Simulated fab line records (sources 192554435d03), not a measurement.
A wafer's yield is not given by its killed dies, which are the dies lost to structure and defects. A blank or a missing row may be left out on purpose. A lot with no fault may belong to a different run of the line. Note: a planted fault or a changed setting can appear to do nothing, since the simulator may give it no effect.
Problem report in the 8D (eight disciplines) form, filled by code + flow n5-finfet + the parts of the form that need people (team, actions taken, sign-off) are left out

== 1. WHAT IS WRONG ==
Wafers without a fault read 14, standard deviation 5.5; killed_at_M4_up at N5_PASSIVATION_PROBE_49 reads a mean of 116 on 9 wafers belonging to 3 lots. That puts it +19 standard deviations away from the usual mean.
First seen on wafer L312.2, day 15 19:57, on prober-01. Wafers with a number at this step in the record: 24, from 8 lots. Rule for "out", or "out of limits": more than 4 standard deviations from the usual mean. The rest of the wafers with a number are treated as sound.

== 2. WHAT IT IS AND WHAT IT IS NOT ==
| question                    | is                     | is not                                                                                                  |
|-----------------------------|------------------------|---------------------------------------------------------------------------------------------------------|
| which readings at this step | killed_at_M4_up        | killed_at_M0_to_M3, killed-at-contacts, killed-at-front-end, killed-at-other, killed-open, killed-short |
| which lots                  | L312, L314, L318       | L303, L309, L313, L320, L321                                                                            |
| which wafers of those lots  | all that have a number | -                                                                                                       |
| read on which tools         | prober-01              | -                                                                                                       |
| when                        | from day 15 19:57      | up to then (9 sound wafers); but 6 sound wafers of L320, L321 came after                                |

== 3. THE SUSPECTS, EACH WITH WHAT RULES IT OUT ==
Counting: a tool at a process step up to the reading stays a suspect if it ran every lot that is out and no sound lot after the first of them.
- pvd-sputter-03 at N5_BEOL_M4_SPUTTER_81 (material Cu, target thk 4.5 nm, time 8.29 s): kept. It ran every lot that is out, first L312 (day 11 05:08), and no sound lot after that; its last sound lot up to then is L309 (day 10 19:41).
- prober-01 at N5_PASSIVATION_PROBE_49: ruled out as a lasting fault. Sound lots L320, L321 ran on it after its first lot that is out, L312 (day 15 19:57).
After counting, what remains is pvd-sputter-03 at N5_BEOL_M4_SPUTTER_81.

== 4. THE CAUSE (what the simulator had put in) ==
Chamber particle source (pvd-sputter-03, N5_BEOL_M4_SPUTTER_81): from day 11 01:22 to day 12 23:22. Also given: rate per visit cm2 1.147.
Only this tool survived the counting.

== 5. THE CHAIN OF EFFECTS, in route order ==
Rows list readings where the struck wafers' mean (over those with a number) sits beyond 3 standard deviations from the usual. Only readings for which the record gives a usual standard deviation are gone through. hours: the time from each lot's start at the first step in this table that gives one to its start at this step, as a median over the lots. sigmas: the change in usual standard deviations.
| hours | step                    | reading              | usual  | on struck wafers | change | sigmas |
|-------|-------------------------|----------------------|--------|------------------|--------|--------|
| 0     | N5_PASSIVATION_PROBE_49 | defect-limited-yield | 91.0 % | 82.6             | -8.4   | -5.6   |
| 0     | N5_PASSIVATION_PROBE_49 | killed_at_M4_up      | 14     | 116              | +102   | +19    |
| 0     | N5_PASSIVATION_PROBE_49 | killed-dies          | 106    | 205              | +99    | +5.5   |
| 0     | N5_PASSIVATION_PROBE_49 | sort_bin_5_function  | 5.3 %  | 10.5             | +5.2   | +5.2   |
| 0     | N5_PASSIVATION_PROBE_49 | sort-n-pass          | 1074   | 975              | -99    | -5.5   |
| 0     | N5_PASSIVATION_PROBE_49 | sort-yield-pct       | 91.0 % | 82.6             | -8.4   | -5.6   |
Process steps it contains:
- N5_PASSIVATION_PROBE_49

== 6. HOW IT WOULD HAVE BEEN CAUGHT EARLIER ==
In this record the first reading out of limits was taken at day 15 19:57, 115 hours after the fault began at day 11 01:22.
Of the tool readings at N5_BEOL_M4_SPUTTER_81 for which the record gives a usual standard deviation, none was out on any struck wafer, so an alarm limit of 4 standard deviations on them would not have fired.
All the lots that are out (3) had begun N5_BEOL_M4_SPUTTER_81 on pvd-sputter-03 by day 15 19:57. None of them would have been spared by holding the tool at that moment.
